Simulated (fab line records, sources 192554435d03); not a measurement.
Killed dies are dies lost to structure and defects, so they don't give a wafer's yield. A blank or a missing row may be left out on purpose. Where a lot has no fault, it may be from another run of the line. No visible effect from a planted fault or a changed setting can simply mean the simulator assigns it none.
fab line records	flow n5Finfet
record: lots: 7	wafers: 21
route steps=1938 shown WELL_APT@21 PMOS_HMC_CHANNEL_EPI@63 FIN_CUT@156 SD_EPI_N@267
startH: the number of hours between the record's first day and the start of the first shown wafer of the lot	waitH: how many hours have passed since the lot's step before this one	" as in the row above	L1.1+2: several wafers, shown together as one row	- value missing, or start not given	* or withheld: withheld	< > ~ a bound
route shown NAME@n: NAME is a module with steps in the file, n the number in the route of the first one	usual: mean and standard deviation over wafers with no fault	same: alike in all rows	chamber/n: place in a boat	sites: the reading at each site	_std_site: the standard deviation of these	_edge_site: mean of outer sites minus mean of inner sites	radiusMm: how far each site lies from the wafer's centre	mask NAME#n: copy n	behind: tool/chamber where the wafer was last shaped	hold: what put the lot on hold/how long, in hours/how the hold closed	device: whichever transistor did not switch (one of n, p or np)	end of line: at the end of the route, the tests of the same wafers	a step with no rows: only its recipe	killed: the dies lost at the first sort to structure and to defects; this is not the yield of the wafer	map: a wafer's dies, marking killed ones x, the rest . and places with no die _
set.NAME: the setting as run; set.NAME@STEP: as run at that earlier step	model.NAME: the simulator's own value behind a step, which no gauge read
lots run with intentionally changed settings; tables by step, rows by wafer
== steps ==
step: N5_WELL_APT_COAT_02
recipe: spinRpm: 1357	resistThkNm: 950
lot.wafer	tool	chamber	startH	waitH	set.spinRpm	model.coat_of_WELL_APT_COAT_02.thkNm
L076.3	lithoTrack-01	0	-	-	1357	945.9
L076.4	"	0	"	"	1357	945.6
L076.6	"	0	"	"	1357	943
L079.1+6	lithoTrack-02	0	-	-	1357	949.1
L079.4	"	0	"	"	1357	944.8
L086.1	lithoTrack-04	0	-	-	1293	968.7
L086.2	"	0	"	"	1357	946.3
L086.3	"	0	"	"	1357	948.8
L091.1	lithoTrack-01	0	-	-	1357	949.4
L091.2	"	0	"	"	1306	967.3
L091.4	"	0	"	"	1357	948.6
L092.2	lithoTrack-01	0	-	-	1357	953.5
L092.4	"	0	"	"	1357	954.7
L092.6	"	0	"	"	1357	955.5
L094.1	lithoTrack-01	0	-	-	1357	945.1
L094.2	"	0	"	"	1357	947.6
L094.6	"	0	"	"	1357	943.6
L096.1	lithoTrack-04	0	-	-	1430	927.2
L096.2	"	0	"	"	1357	953.2
L096.6	"	0	"	"	1430	927.9
step: N5_PMOS_HMC_CHANNEL_EPI_PEB_07
recipe: pebTempC: 110	pebTimeS: 60	resist: CAR-ArF-block
lot.wafer	tool	chamber	startH	waitH	set.pebTimeS
L076.3+6	lithoTrack-05	0	29.41	0.0	67.06
L076.4	"	0	"	"	60
L079.1+4+6	lithoTrack-02	0	47.22	0.1	60
L086.1+2+3	lithoTrack-02	0	89.07	0.1	60
L091.1+2	lithoTrack-05	0	121.04	0.1	60
L091.4	"	0	"	"	69.93
L092.2+4+6	lithoTrack-02	0	125.09	0.0	60
L094.1+2	lithoTrack-02	0	136.88	0.1	48.41
L094.6	"	0	"	"	60
L096.1+2+6	lithoTrack-03	0	149.79	0.1	71.99
step: N5_PMOS_HMC_CHANNEL_EPI_DEVELOP_08
recipe: developTimeS: 30	developer: TMAH	resist: CAR-ArF-block	devTempC: 23	rinseLiquid: diw	dry: airSpin
lot.wafer	tool	chamber	startH	waitH	set.developTimeS
L076.3+4+6	lithoTrack-05	0	-	-	30
L079.1+4+6	lithoTrack-02	0	-	-	30
L086.1	lithoTrack-02	0	-	-	26.83
L086.2+3	"	0	"	"	30
L091.1+2+4	lithoTrack-05	0	-	-	27.02
L092.2	lithoTrack-02	0	-	-	24.27
L092.4+6	"	0	"	"	30
L094.1+6	lithoTrack-02	0	-	-	30
L094.2	"	0	"	"	26.26
L096.1	lithoTrack-03	0	-	-	30
L096.2+6	"	0	"	"	25.66
step: N5_PMOS_HMC_CHANNEL_EPI_CD_MEAS_09
recipe: targetCdNm: 237.4	landingEnergyEv: 500	detector: seInlens
usual: cdNm: 237.7/0.87
lot.wafer	tool	chamber	startH	waitH	set.pebTimeS@PMOS_HMC_CHANNEL_EPI_PEB_07	cdNm
L076.3	cdSem-02	0	29.48	-	67.06	241.5
L076.4	"	0	"	"	60	237.5
L076.6	"	0	"	"	67.06	241.1
L079.1	cdSem-03	0	47.28	-	60	238.7
L079.4	"	0	"	"	60	237.5
L079.6	"	0	"	"	60	236.6
L086.1	cdSem-02	0	89.14	-	60	236.6
L086.2	"	0	"	"	60	236.9
L086.3	"	0	"	"	60	237.6
L091.1	cdSem-02	0	121.10	-	60	236.1
L091.2	"	0	"	"	60	236.7
L091.4	"	0	"	"	69.93	243.6
L092.2	cdSem-03	0	125.15	-	60	235.9
L092.4	"	0	"	"	60	237.2
L092.6	"	0	"	"	60	238.2
L094.1	cdSem-03	0	136.95	-	48.41	227.8
L094.2	"	0	"	"	48.41	226.9
L094.6	"	0	"	"	60	236.7
L096.1	cdSem-03	0	149.85	-	71.99	246.3
L096.2	"	0	"	"	71.99	243.9
L096.6	"	0	"	"	71.99	245.5
step: N5_PMOS_HMC_CHANNEL_EPI_DESCUM_14
recipe: chemistry: O2	timeS: 7.9	sourcePowerW: 50	biasPowerW: 20	pressureMtorr: 20	rfFrequencyHz: 2.712e+07	tempC: 40	resist: CAR-ArF-block	o2FlowSccm: 225
lot.wafer	tool	chamber	startH	waitH	set.pebTimeS@PMOS_HMC_CHANNEL_EPI_PEB_07	model.PMOS_HMC_CHANNEL_EPI.cdNm
L076.3	rieDiel-06	2	29.56	0.0	67.06	241.9
L076.4	"	0	"	"	60	237.6
L076.6	"	1	"	"	67.06	241.1
L079.1	rieDiel-03	2	47.39	0.0	60	238.5
L079.4	"	2	"	"	60	237.2
L079.6	"	3	"	"	60	237
L086.1	rieDiel-06	0	89.22	0.0	60	236.5
L086.2	"	2	"	"	60	-
L086.3	"	3	"	"	60	237.4
L091.1	rieDiel-06	1	121.19	0.0	60	236
L091.2	"	2	"	"	60	236.9
L091.4	"	0	"	"	69.93	243.5
L092.2	rieDiel-03	1	125.29	0.1	60	235.7
L092.4	"	2	"	"	60	237.2
L092.6	"	1	"	"	60	238.2
L094.1	rieDiel-06	1	137.04	0.0	48.41	227.8
L094.2	"	3	"	"	48.41	227.1
L094.6	"	0	"	"	60	236.8
L096.1	rieDiel-03	1	149.97	0.1	71.99	246.5
L096.2	"	3	"	"	71.99	244.1
L096.6	"	1	"	"	71.99	245.4
step: N5_PMOS_HMC_CHANNEL_EPI_ETCH_32
recipe: chemistry: N2/H2	target: BARC	stopOn: SiO2	targetDepthA: 858	overEtchFrac: 0.3	timeS: 50.3	ionEnergyEv: 200	maskMaterial: CAR-ArF-block	pressureMtorr: 30	sourceW: 840	biasW: 150	n2FlowSccm: 200	h2FlowSccm: 200
lot.wafer	tool	chamber	startH	waitH	set.pebTimeS@PMOS_HMC_CHANNEL_EPI_PEB_07	model.PMOS_HMC_CHANNEL_EPI.cdNm
L076.3	rieDiel-06	2	29.60	0.0	67.06	244
L076.4	"	0	"	"	60	240.3
L076.6	"	1	"	"	67.06	243.5
L079.1	rieDiel-03	2	47.42	0.0	60	240.9
L079.4	"	2	"	"	60	239.5
L079.6	"	3	"	"	60	239.3
L086.1	rieDiel-06	0	89.26	0.0	60	239.2
L086.2	"	2	"	"	60	239.5
L086.3	"	3	"	"	60	241.5
L091.1	rieDiel-06	1	121.23	0.0	60	238.5
L091.2	"	2	"	"	60	240.2
L091.4	"	0	"	"	69.93	245.7
L092.2	rieDiel-03	1	125.33	0.0	60	238.3
L092.4	"	2	"	"	60	239.5
L092.6	"	1	"	"	60	241.1
L094.1	rieDiel-06	1	137.07	0.0	48.41	229.3
L094.2	"	3	"	"	48.41	230.9
L094.6	"	0	"	"	60	238.5
L096.1	rieDiel-03	1	150.00	0.0	71.99	249.9
L096.2	"	3	"	"	71.99	247.1
L096.6	"	1	"	"	71.99	249
step: N5_PMOS_HMC_CHANNEL_EPI_HM_OPEN_15
recipe: chemistry: CHF3/O2	target: SiO2	maskMaterial: CAR-ArF-block	targetDepthA: 406	CHF3_flow_sccm: 50	O2_flow_sccm: 5	Ar_flow_sccm: 200	timeS: 20.3	pressureMtorr: 30	sourceW: 650	biasW: 170	ionEnergyEv: 200
lot.wafer	tool	chamber	startH	waitH	set.pebTimeS@PMOS_HMC_CHANNEL_EPI_PEB_07	model.PMOS_HMC_CHANNEL_EPI.cdNm
L076.3	rieDiel-06	2	29.64	0.0	67.06	244.1
L076.4	"	0	"	"	60	240.5
L076.6	"	1	"	"	67.06	243.6
L079.1	rieDiel-03	2	47.46	0.0	60	240.8
L079.4	"	2	"	"	60	239.3
L079.6	"	3	"	"	60	239.4
L086.1	rieDiel-06	0	89.30	0.0	60	239.1
L086.2	"	2	"	"	60	239.4
L086.3	"	3	"	"	60	241.4
L091.1	rieDiel-06	1	121.27	0.0	60	238.4
L091.2	"	2	"	"	60	240.1
L091.4	"	0	"	"	69.93	245.7
L092.2	rieDiel-03	1	125.37	0.0	60	238.4
L092.4	"	2	"	"	60	239.6
L092.6	"	1	"	"	60	241.2
L094.1	rieDiel-06	1	137.11	0.0	48.41	229.2
L094.2	"	3	"	"	48.41	230.7
L094.6	"	0	"	"	60	238.5
L096.1	rieDiel-03	1	150.04	0.0	71.99	250
L096.2	"	3	"	"	71.99	247.1
L096.6	"	1	"	"	71.99	249
step: N5_FIN_CUT_COAT_29
recipe: resist: underlayer	tempC: 205	timeS: 60	spinRpm: 1500	resistThkNm: 10
lot.wafer	tool	chamber	startH	waitH	set.spinRpm	model.underlayer_of_FIN_CUT_COAT_29.thkNm
L076.3	lithoTrack-05	0	-	-	1500	10
L076.4+6	"	0	"	"	1347	10.6
L079.1+4+6	lithoTrack-01	0	-	-	1500	10
L086.1	lithoTrack-02	0	-	-	1576	9.8
L086.2+3	"	0	"	"	1500	10
L091.1+2+4	lithoTrack-05	0	-	-	1500	10
L092.2	lithoTrack-05	0	-	-	1664	9.6
L092.4	"	0	"	"	1500	10
L092.6	"	0	"	"	1664	9.4
L094.1+6	lithoTrack-02	0	-	-	1622	9.6
L094.2	"	0	"	"	1500	10
L096.1	lithoTrack-01	0	-	-	1593	9.6
L096.2+6	"	0	"	"	1500	10
step: N5_FIN_CUT_EXPOSE_05
recipe: maskId: FIN_CUT	na: 0.33	sourceShape: annular	sigmaInner: 0.35	sigmaOuter: 0.8	polarization: unpolarized	doseMj: 45.75
lot.wafer	tool	chamber	startH	waitH	mask	set.doseMj
L076.3+4	euvScanner-01	0	39.56	-	FIN_CUT#0	42.7
L076.6	"	0	"	"	FIN_CUT#0	45.75
L079.1+4+6	euvScanner-02	0	57.79	-	FIN_CUT#0	45.75
L086.1+2+3	euvScanner-01	0	100.21	-	FIN_CUT#0	45.75
L091.1+2+4	euvScanner-01	0	134.27	-	FIN_CUT#0	45.75
L092.2+4+6	euvScanner-02	0	135.93	-	FIN_CUT#0	45.75
L094.1+2+6	euvScanner-01	0	147.26	-	FIN_CUT#0	45.75
L096.1+6	euvScanner-01	0	162.38	-	FIN_CUT#0	44.48
L096.2	"	0	"	"	FIN_CUT#0	45.75
step: N5_FIN_CUT_PEB_06
recipe: pebTempC: 100	pebTimeS: 60	resist: CAR-EUV
step: N5_FIN_CUT_DEVELOP_07
recipe: developTimeS: 30	developer: TMAH	resist: CAR-EUV	rinseLiquid: surfactantRinse	dry: airSpin	devTempC: 23
step: N5_FIN_CUT_CD_MEAS_08
recipe: targetCdNm: 29.1	landingEnergyEv: 500	detector: seInlens	polarity: opening
usual: cdNm: 29.07/0.26
lot.wafer	tool	chamber	startH	waitH	set.doseMj@FIN_CUT_EXPOSE_05	cdNm
L076.3	cdSem-02	0	39.68	-	42.7	28.04
L076.4	"	0	"	"	42.7	27.98
L076.6	"	0	"	"	45.75	29.42
L079.1	cdSem-01	0	57.92	-	45.75	28.97
L079.4	"	0	"	"	45.75	29.43
L079.6	"	0	"	"	45.75	29.17
L086.1	cdSem-02	0	100.34	-	45.75	29.13
L086.2	"	0	"	"	45.75	29.09
L086.3	"	0	"	"	45.75	29.04
L091.1	cdSem-01	0	134.41	-	45.75	29.23
L091.2	"	0	"	"	45.75	29.20
L091.4	"	0	"	"	45.75	29.27
L092.2	cdSem-03	0	136.06	-	45.75	29.49
L092.4	"	0	"	"	45.75	29.79
L092.6	"	0	"	"	45.75	29.19
L094.1	cdSem-02	0	147.39	-	45.75	29.26
L094.2	"	0	"	"	45.75	29.08
L094.6	"	0	"	"	45.75	28.82
L096.1	cdSem-03	0	162.52	-	44.48	28.50
L096.2	"	0	"	"	45.75	28.93
L096.6	"	0	"	"	44.48	28.45
step: N5_FIN_CUT_DESCUM_13
recipe: chemistry: O2	timeS: 7	sourcePowerW: 50	biasPowerW: 20	pressureMtorr: 20	rfFrequencyHz: 2.712e+07	tempC: 40	resist: CAR-EUV	o2FlowSccm: 225
step: N5_FIN_CUT_ETCH_30
recipe: chemistry: N2/H2	target: underlayer	targetDepthA: 130	maskMaterial: CAR-EUV	timeS: 10.4	ionEnergyEv: 200	pressureMtorr: 30	sourceW: 840	biasW: 150	n2FlowSccm: 200	h2FlowSccm: 200	ends: cleared
lot.wafer	tool	chamber	startH	waitH	set.spinRpm@FIN_CUT_COAT_29	model.CAR-EUV_of_FIN_CUT_COAT_02.thkNm	model.etch.depthNm
L076.3	rieDiel-04	2	39.84	0.0	1500	14.8	9.995
L076.4	"	1	"	"	1347	14	10.61
L076.6	"	0	"	"	1347	13.8	10.55
L079.1	rieDiel-03	2	58.08	0.0	1500	14.4	10
L079.4	"	1	"	"	1500	14.4	9.997
L079.6	"	2	"	"	1500	14.6	9.954
L086.1	rieDiel-04	3	100.61	0.0	1576	14.8	9.79
L086.2	"	1	"	"	1500	14.8	10.05
L086.3	"	0	"	"	1500	14.4	10.03
L091.1	rieDiel-06	1	134.57	0.0	1500	14.6	9.968
L091.2	"	2	"	"	1500	14.8	9.956
L091.4	"	0	"	"	1500	14.8	9.926
L092.2	rieDiel-04	2	136.22	0.0	1664	15.4	9.5
L092.4	"	0	"	"	1500	14.6	9.978
L092.6	"	1	"	"	1664	15.4	9.472
L094.1	rieDiel-04	3	147.55	0.0	1622	15.2	9.665
L094.2	"	2	"	"	1500	14.8	10.03
L094.6	"	0	"	"	1622	14.8	9.684
L096.1	rieDiel-06	2	162.76	0.0	1593	15	9.687
L096.2	"	3	"	"	1500	14.6	9.976
L096.6	"	3	"	"	1500	14.6	9.975
step: N5_FIN_CUT_ETCH_20
recipe: chemistry: CF4	target: SiARC	targetDepthA: 260	maskMaterial: CAR-EUV	timeS: 43.3	ionEnergyEv: 80	pressureMtorr: 40	sourceW: 545	biasW: 36	Ar_flow_sccm: 100	cf4FlowSccm: 100	ends: cleared
lot.wafer	tool	chamber	startH	waitH	set.spinRpm@FIN_CUT_COAT_29	model.underlayer_of_FIN_CUT_COAT_29.thkNm
L076.3	rieDiel-04	2	39.86	0.0	1500	9.2
L076.4+6	"	1,0	"	"	1347	9.8
L079.1+4+6	rieDiel-03	2,1,2	58.10	0.0	1500	9.2
L086.1	rieDiel-04	3	100.63	0.0	1576	9
L086.2+3	"	1,0	"	"	1500	9.4
L091.1+2+4	rieDiel-06	1,2,0	134.59	0.0	1500	9.2
L092.2+6	rieDiel-04	2,1	136.24	0.0	1664	8.8
L092.4	"	0	"	"	1500	9.2
L094.1+6	rieDiel-04	3,0	147.57	0.0	1622	9
L094.2	"	2	"	"	1500	9.4
L096.1	rieDiel-06	2	162.78	0.0	1593	9
L096.2+6	"	3	"	"	1500	9.2
step: N5_SD_EPI_N_EXPOSE_06
recipe: maskId: SD_N_BLK	na: 1.35	sourceShape: conventional	sigmaOuter: 0.8	polarization: unpolarized	targetCdNm: 120	doseMj: 39.75
lot.wafer	tool	chamber	startH	waitH	mask	set.doseMj
L076.3+6	arfiScanner-02	0	60.15	-	SD_N_BLK#0	39.75
L076.4	"	0	"	"	SD_N_BLK#0	37.76
L079.1+4+6	arfiScanner-03	0	80.84	-	SD_N_BLK#0	39.75
L086.1+2+3	arfiScanner-01	0	122.21	-	SD_N_BLK#0	39.75
L091.1	arfiScanner-01	0	155.81	-	SD_N_BLK#0	39.75
L091.2+4	"	0	"	"	SD_N_BLK#0	42.01
L092.2+4	arfiScanner-01	0	157.60	-	SD_N_BLK#0	36.78
L092.6	"	0	"	"	SD_N_BLK#0	39.75
L094.1+2	arfiScanner-01	0	170.18	-	SD_N_BLK#0	39.75
L094.6	"	0	"	"	SD_N_BLK#0	42.46
L096.1+2	arfiScanner-01	0	187.26	-	SD_N_BLK#0	39.75
L096.6	"	0	"	"	SD_N_BLK#0	37.94
step: N5_SD_EPI_N_PEB_07
recipe: pebTempC: 110	pebTimeS: 60	resist: CAR-ArF-block
lot.wafer	tool	chamber	startH	waitH	set.pebTimeS
L076.3+4	lithoTrack-01	0	60.19	0.0	60
L076.6	"	0	"	"	64.64
L079.1+4+6	lithoTrack-01	0	80.90	0.1	60
L086.1+3	lithoTrack-01	0	122.27	0.1	54.01
L086.2	"	0	"	"	60
L091.1+4	lithoTrack-04	0	155.87	0.1	48.73
L091.2	"	0	"	"	60
L092.2+6	lithoTrack-02	0	157.65	0.0	60
L092.4	"	0	"	"	53.06
L094.1+6	lithoTrack-04	0	170.24	0.1	60
L094.2	"	0	"	"	56.04
L096.1+2+6	lithoTrack-01	0	187.32	0.1	72.71
step: N5_SD_EPI_N_DEVELOP_08
recipe: developTimeS: 30	developer: TMAH	resist: CAR-ArF-block	devTempC: 23	rinseLiquid: diw	dry: airSpin
step: N5_SD_EPI_N_CD_MEAS_09
recipe: targetCdNm: 120	landingEnergyEv: 500	detector: seInlens
usual: cdNm: 120.1/1.1
lot.wafer	tool	chamber	startH	waitH	set.doseMj@SD_EPI_N_EXPOSE_06	set.pebTimeS@SD_EPI_N_PEB_07	cdNm
L076.3	cdSem-03	0	60.26	-	39.75	60	119.2
L076.4	"	0	"	"	37.76	60	115.9
L076.6	"	0	"	"	39.75	64.64	122.3
L079.1	cdSem-01	0	80.97	-	39.75	60	118.8
L079.4	"	0	"	"	39.75	60	119.6
L079.6	"	0	"	"	39.75	60	117.8
L086.1	cdSem-02	0	122.34	-	39.75	54.01	116.7
L086.2	"	0	"	"	39.75	60	119.6
L086.3	"	0	"	"	39.75	54.01	116.9
L091.1	cdSem-01	0	155.93	-	39.75	48.73	113.7
L091.2	"	0	"	"	42.01	60	125.7
L091.4	"	0	"	"	42.01	48.73	117.3
L092.2	cdSem-02	0	157.72	-	36.78	60	114.7
L092.4	"	0	"	"	36.78	53.06	109.9
L092.6	"	0	"	"	39.75	60	119.7
L094.1	cdSem-03	0	170.31	-	39.75	60	120.1
L094.2	"	0	"	"	39.75	56.04	119.8
L094.6	"	0	"	"	42.46	60	124.1
L096.1	cdSem-03	0	187.39	-	39.75	72.71	124.6
L096.2	"	0	"	"	39.75	72.71	125.6
L096.6	"	0	"	"	37.94	72.71	123.0
step: N5_SD_EPI_N_DESCUM_14
recipe: chemistry: O2	timeS: 7.9	sourcePowerW: 50	biasPowerW: 20	pressureMtorr: 20	rfFrequencyHz: 2.712e+07	tempC: 40	resist: CAR-ArF-block	o2FlowSccm: 225
lot.wafer	tool	chamber	startH	waitH	set.doseMj@SD_EPI_N_EXPOSE_06	set.pebTimeS@SD_EPI_N_PEB_07	model.SD_EPI_N.cdNm
L076.3	rieDiel-01	0	60.35	0.0	39.75	60	119
L076.4	"	1	"	"	37.76	60	115.8
L076.6	"	2	"	"	39.75	64.64	122.4
L079.1	rieDiel-02	1	81.06	0.0	39.75	60	118.8
L079.4	"	3	"	"	39.75	60	119.4
L079.6	"	0	"	"	39.75	60	118
L086.1	rieDiel-01	2	122.45	0.1	39.75	54.01	116.6
L086.2	"	1	"	"	39.75	60	119.4
L086.3	"	3	"	"	39.75	54.01	116.8
L091.1	rieDiel-05	0	156.02	0.0	39.75	48.73	113.6
L091.2	"	1	"	"	42.01	60	125.6
L091.4	"	3	"	"	42.01	48.73	117.4
L092.2	rieDiel-05	2	158.10	0.3	36.78	60	114.4
L092.4	"	0	"	"	36.78	53.06	110
L092.6	"	2	"	"	39.75	60	119.6
L094.1	rieDiel-05	2	170.39	0.0	39.75	60	120.2
L094.2	"	3	"	"	39.75	56.04	119.6
L094.6	"	0	"	"	42.46	60	124.4
L096.1	rieDiel-02	0	187.47	0.0	39.75	72.71	124.6
L096.2	"	2	"	"	39.75	72.71	125.2
L096.6	"	0	"	"	37.94	72.71	122.8
step: N5_SD_EPI_N_ETCH_34
recipe: chemistry: CF4	target: SiARC	targetDepthA: 455	maskMaterial: CAR-ArF-block	timeS: 75.8	ionEnergyEv: 80	pressureMtorr: 40	sourceW: 545	biasW: 36	Ar_flow_sccm: 100	cf4FlowSccm: 100	ends: cleared
lot.wafer	tool	chamber	startH	waitH	set.doseMj@SD_EPI_N_EXPOSE_06	set.pebTimeS@SD_EPI_N_PEB_07	model.SD_EPI_N.cdNm
L076.3	rieDiel-01	0	60.38	0.0	39.75	60	119
L076.4	"	1	"	"	37.76	60	116.2
L076.6	"	2	"	"	39.75	64.64	122.6
L079.1	rieDiel-02	1	81.09	0.0	39.75	60	118.4
L079.4	"	3	"	"	39.75	60	119.4
L079.6	"	0	"	"	39.75	60	117.4
L086.1	rieDiel-01	2	122.48	0.0	39.75	54.01	116.8
L086.2	"	1	"	"	39.75	60	119.6
L086.3	"	3	"	"	39.75	54.01	117
L091.1	rieDiel-05	0	156.06	0.0	39.75	48.73	113.8
L091.2	"	1	"	"	42.01	60	125.6
L091.4	"	3	"	"	42.01	48.73	117.2
L092.2	rieDiel-05	2	158.14	0.0	36.78	60	114.2
L092.4	"	0	"	"	36.78	53.06	110.4
L092.6	"	2	"	"	39.75	60	119.4
L094.1	rieDiel-05	2	170.43	0.0	39.75	60	119.6
L094.2	"	3	"	"	39.75	56.04	119.2
L094.6	"	0	"	"	42.46	60	124.8
L096.1	rieDiel-02	0	187.51	0.0	39.75	72.71	124.4
L096.2	"	2	"	"	39.75	72.71	125.4
L096.6	"	0	"	"	37.94	72.71	122.6
== key ==
split: step: N5_WELL_APT_COAT_02	setting: spinRpm	stated: 1357	by: wafer
response: step: N5_WELL_APT_COAT_02	reading: model.coat_of_WELL_APT_COAT_02.thkNm	change: -4.69	per: 1%	r: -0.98
split: step: N5_PMOS_HMC_CHANNEL_EPI_PEB_07	setting: pebTimeS	stated: 60	by: wafer
response: step: N5_PMOS_HMC_CHANNEL_EPI_CD_MEAS_09	reading: cdNm	change: +0.437	per: 1%	r: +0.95
response: step: N5_PMOS_HMC_CHANNEL_EPI_DESCUM_14	reading: model.PMOS_HMC_CHANNEL_EPI.cdNm	change: +0.436	per: 1%	r: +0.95
response: step: N5_PMOS_HMC_CHANNEL_EPI_ETCH_32	reading: model.PMOS_HMC_CHANNEL_EPI.cdNm	change: +0.393	per: 1%	r: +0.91
response: step: N5_PMOS_HMC_CHANNEL_EPI_HM_OPEN_15	reading: model.PMOS_HMC_CHANNEL_EPI.cdNm	change: +0.398	per: 1%	r: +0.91
split: step: N5_PMOS_HMC_CHANNEL_EPI_DEVELOP_08	setting: developTimeS	stated: 30	by: wafer
response none clear
split: step: N5_FIN_CUT_COAT_29	setting: spinRpm	stated: 1500	by: wafer
response: step: N5_FIN_CUT_COAT_29	reading: model.underlayer_of_FIN_CUT_COAT_29.thkNm	change: -0.0518	per: 1%	r: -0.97
response: step: N5_FIN_CUT_ETCH_30	reading: model.CAR-EUV_of_FIN_CUT_COAT_02.thkNm	change: +0.0651	per: 1%	r: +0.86
response: step: N5_FIN_CUT_ETCH_30	reading: model.etch.depthNm	change: -0.0487	per: 1%	r: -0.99
response: step: N5_FIN_CUT_ETCH_20	reading: model.underlayer_of_FIN_CUT_COAT_29.thkNm	change: -0.0481	per: 1%	r: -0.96
split: step: N5_FIN_CUT_EXPOSE_05	setting: doseMj	stated: 45.75	by: wafer
response: step: N5_FIN_CUT_CD_MEAS_08	reading: cdNm	change: +0.205	per: 1%	r: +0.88
split: step: N5_SD_EPI_N_EXPOSE_06	setting: doseMj	stated: 39.75	by: wafer
response: step: N5_SD_EPI_N_CD_MEAS_09	reading: cdNm	slope: +0.589	per: 1%	togetherWith: pebTimeS@SD_EPI_N_PEB_07	explained: 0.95
response: step: N5_SD_EPI_N_DESCUM_14	reading: model.SD_EPI_N.cdNm	slope: +0.615	per: 1%	togetherWith: pebTimeS@SD_EPI_N_PEB_07	explained: 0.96
response: step: N5_SD_EPI_N_ETCH_34	reading: model.SD_EPI_N.cdNm	slope: +0.632	per: 1%	togetherWith: pebTimeS@SD_EPI_N_PEB_07	explained: 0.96
split: step: N5_SD_EPI_N_PEB_07	setting: pebTimeS	stated: 60	by: wafer
response: step: N5_SD_EPI_N_CD_MEAS_09	reading: cdNm	change: +0.516	per: 1%	r: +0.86
response: step: N5_SD_EPI_N_DESCUM_14	reading: model.SD_EPI_N.cdNm	change: +0.513	per: 1%	r: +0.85
response: step: N5_SD_EPI_N_ETCH_34	reading: model.SD_EPI_N.cdNm	slope: +0.379	per: 1%	togetherWith: doseMj@SD_EPI_N_EXPOSE_06	explained: 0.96
